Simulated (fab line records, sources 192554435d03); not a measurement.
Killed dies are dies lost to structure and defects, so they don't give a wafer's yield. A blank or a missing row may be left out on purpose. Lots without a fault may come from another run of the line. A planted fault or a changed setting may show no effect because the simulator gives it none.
Chamber matching | flow n5_finfet | N5_STI_FIN_REVEAL_STRIP_24 on rie_diel-04: 4 sister chambers
The step strips in N2/H2, time 90 s. 4 wafers are shown with their chamber, then 8 later ones without.

WAFERS WITH THEIR CHAMBER
wafer  | chamber | showerhead_plenum_p_Torr (Torr)
L075.4 | 3       | 3.60
L085.6 | 2       | 3.30
L090.6 | 0       | 3.32
L091.4 | 1       | 3.33

WAFERS WITHOUT THEIR CHAMBER
wafer  | showerhead_plenum_p_Torr (Torr)
L091.5 | 3.32
L091.6 | 3.58
L092.1 | 3.57
L092.4 | 3.29
L092.6 | 3.33
L097.1 | 3.57
L097.4 | 3.29
L097.5 | 3.57

WHICH CHAMBER EACH WENT THROUGH
wafer  | from the rows above          | in truth
L091.5 | can't be placed: 0 or 1 or 2 | 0
L091.6 | 3                            | 3
L092.1 | 3                            | 3
L092.4 | can't be placed: 2 or 0 or 1 | 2
L092.6 | can't be placed: 1 or 0 or 2 | 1
L097.1 | 3                            | 3
L097.4 | can't be placed: 2 or 0 or 1 | 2
L097.5 | 3                            | 3
Placed correctly: 4 of 8. Can't be placed from these rows: 4 (the true chamber is among the candidates in 4). Placed wrongly: 0.
How it was worked out, from the rows above alone: a wafer's distance from a chamber is the root of the sum, over the readings, of the square of ((its reading less the chamber's mean) divided by the reading's scatter). The wafer belongs to the nearest chamber; if the next one is less than 2 further off, it can't be placed. A chamber's mean is the mean of its shown wafers. The scatter: with one shown wafer a chamber, the root of the mean of the squares of how far each hidden wafer lies from its nearest shown one.
